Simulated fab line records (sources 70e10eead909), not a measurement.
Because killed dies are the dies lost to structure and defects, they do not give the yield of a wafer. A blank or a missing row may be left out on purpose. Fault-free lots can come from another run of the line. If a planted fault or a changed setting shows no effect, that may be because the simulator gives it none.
Problem report in the 8D (eight disciplines) form, filled by code | flow nand-harc | the parts of the form that need people (team, actions taken, sign-off) are left out

== 1. WHAT IS WRONG ==
Mean of thk-nm at NHARC_A_ONON_D1_THK_MEAS_34: 290.0 nm across 6 wafers in 2 lots; on wafers with no fault it is 199.4 nm (standard deviation 2.7). Relative to the usual mean, that is a shift of +34 standard deviations.
The step: measures by ellipsometry.
The first sign was on wafer L499.4 at day 10 11:47, on film-metro-02. At this step, 36 wafers from 12 lots have a number in the record. Rule for "out" (also "out of limits"): further than 4 standard deviations from the usual mean. Any other wafer with a number is counted as sound.

== 2. WHAT IT IS, WHAT IT ISN'T ==
question                    | is                     | is not
which readings at this step | thk-nm                 | -
which lots                  | L499, L502             | L490, L492, L493, L504, L505, L506, L510, L511, L512, L513
which wafers of those lots  | all that have a number | -
read on which gauges        | film-metro-02          | film-metro-01
when                        | from day 10 11:47      | up to then (9 sound wafers); but 21 sound wafers of L504, L505, L506, L510, L511, L512, L513 came after

== 3. WHAT RULES OUT EACH SUSPECT ==
Counting: a tool at any process step up to the reading remains a suspect when it ran all the lots that are out and ran no sound lot after the first of those.
- the gauge at NHARC_A_ONON_D1_THK_MEAS_34 is ruled out. All the wafers that are out were read on film-metro-02, but those of them that NHARC_A_ONON_D1_DEP_33 has rows for are out there too, on other tools.
- pecvd-01 at NHARC_A_ONON_D1_DEP_33 (deposits SiO2, target thk 200 nm): kept. It ran every lot that is out, first L499 (day 10 11:30), and no sound lot after that; its last sound lot up to then is L493 (day 8 21:05). Out on those wafers are its own readings of mfc-precursor-sccm.
Remaining after the count: pecvd-01 at NHARC_A_ONON_D1_DEP_33.

== 4. THE CAUSE (what the simulator had put in) ==
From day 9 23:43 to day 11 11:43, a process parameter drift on pecvd-01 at NHARC_A_ONON_D1_DEP_33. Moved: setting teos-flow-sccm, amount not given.
Only this tool survived the counting.

== 5. THE EFFECT CHAIN, in route order ==
Rows list readings where the struck wafers' mean (over those with a number) sits beyond 3 standard deviations from the usual. Scope: only readings with a usual standard deviation given in the record; hours: median across lots of the time from each lot's start at the first step in this table that gives one to its start at this step; sigmas: change in usual standard deviations.
hours | step                        | reading            | usual      | on struck wafers | change | sigmas
0     | NHARC_A_ONON_D1_DEP_33      | mfc-precursor-sccm | 161.4 sccm | 235.2            | +73.8  | +99 or more
0     | NHARC_A_ONON_D1_THK_MEAS_34 | thk-nm             | 199.4 nm   | 290.0            | +90.6  | +34
Process steps it contains:
- NHARC_A_ONON_D1_DEP_33: deposits SiO2, target thk 200 nm.
Later steps that measure or inspect, where all struck wafers having a row at the step show a number for every such reading and not one has moved that far: NHARC_END_SORT_01.

== 6. WHAT WOULD HAVE CAUGHT IT SOONER ==
Counted from the fault's start at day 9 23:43, it took 12 hours until the first out-of-limits reading at a measuring or inspecting step in this record, taken at day 10 11:47.
Tool's own readings at NHARC_A_ONON_D1_DEP_33, mfc-precursor-sccm: out on all struck wafers the step has rows for; an alarm limit on them would have tripped on the first.
Lots out: 2; of these, L502 started NHARC_A_ONON_D1_DEP_33 on pecvd-01 after day 10 11:47. It would have been spared by a hold on the tool at that moment.
